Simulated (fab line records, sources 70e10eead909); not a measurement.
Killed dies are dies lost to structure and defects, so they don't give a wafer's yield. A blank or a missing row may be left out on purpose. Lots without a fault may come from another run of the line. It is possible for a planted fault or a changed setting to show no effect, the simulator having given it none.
A struck lot beside a sound one + flow nand_harc + 15 out of 1302 route steps
Sound: wafers L946.1, L946.2, L946.5. Wafers struck: L935.2, L935.3, L935.4. The cause is named last.
For every step that has rows: the tool of each side, followed by ch and its chambers, followed by its first start. Under that, the readings that differ: sound wafers + struck wafers + difference of the means + sigmas: that difference in standard deviations of wafers without a fault.
alike: words and numbers the same on both sides, and readings whose means are apart by under 2 such deviations; not compared: readings that were withheld, readings missing a value for some wafer, numbers with overlapping values and no deviation given by the record, and bounds like >300 which may hide the same value.
Wherever a step has rows on one side only, a row that says differs or no value, or a row with sigmas, the two part there. When numbers do not overlap yet have no deviation, they are printed without sigmas and do not part them. Lack of a reading on every wafer of one side parts them only where that side has two or more wafers.

first, 1 step without rows for these wafers: NHARC_P_ZERO_WELL_HARDBAKE_53 (time 80 s).
NHARC_P_ZERO_WELL_DESCUM_54: chemistry O2, time 3 s.
  sound on rie_diel-02 ch 0,2, day 7 22:37; struck on rie_diel-13 ch 0,1,2, day 3 07:55
  alike: drypump_motor_current_A, oes_product_au, rf_vpp_V, showerhead_plenum_p_Torr, throttle_valve_pct
  not compared: rf_hours_counter_h
then, 5 steps without rows for these wafers: NHARC_P_ZERO_WELL_IMPLANT_55; NHARC_P_ZERO_WELL_IMPLANT_61; NHARC_P_ZERO_WELL_STRIP_56 (strips in SPM, time 840 s); NHARC_P_ZERO_WELL_PRECLEAN_68 (cleans in SC1, time 60 s); NHARC_P_ZERO_WELL_SRD_69.
NHARC_P_ZERO_WELL_RTA_42: time 300 s.
  sound on rtp_anneal-02 ch 0, day 7 23:35; struck on rtp_anneal-01 ch 0, day 3 09:00
| reading            | sound    | struck   | difference | sigmas |
|--------------------|----------|----------|------------|--------|
| lamp_power_pct (%) | 35 35 35 | 42 42 42 | +7         | +2     |
  alike: wafer_temp_C_max
NHARC_P_ZERO_WELL_INSPECT_43:
  struck on defect_inspect-02, day 3 09:34; sound on defect_inspect-02, day 8 00:14
  alike: raw_defect_count
then, 3 steps without rows for these wafers: NHARC_P_STI_ETCH_26 (etches SiO2 in dHF, target depth 11 nm); NHARC_P_STI_PRECLEAN_27 (cleans in SC1); NHARC_P_STI_SRD_28.
NHARC_P_STI_OXIDE_29: material SiO2, target thk 10 nm, ox time 1362 s.
  sound on furnace-07 ch 0, day 8 04:31; struck on furnace-07 ch 0, day 4 00:37
  alike: zone_power_centre_pct
then, 1 step without rows for these wafers: NHARC_P_STI_HM_DEP_30 (deposits Si3N4, target thk 80 nm, time 873 s).
-- break in the record here, with 22 days between the starts of the struck wafers on either side (left off in module P_STI, picked up again in module END, where the first step shown is number 1302 on the route) --
NHARC_END_SORT_01:
  sound on prober-01 ch 0, day 30 07:20; struck on prober-01 ch 0, day 25 14:04
  alike: killed_at_array, killed_at_other, killed_at_periphery, killed_dies, killed_open, killed_short

## WHERE THEY PART
Only at NHARC_P_ZERO_WELL_RTA_42, as far as this record shows. Later steps at which nothing parts them and some readings are alike: NHARC_P_ZERO_WELL_INSPECT_43, NHARC_P_STI_OXIDE_29, NHARC_END_SORT_01.

WHY: the cause the simulator had injected
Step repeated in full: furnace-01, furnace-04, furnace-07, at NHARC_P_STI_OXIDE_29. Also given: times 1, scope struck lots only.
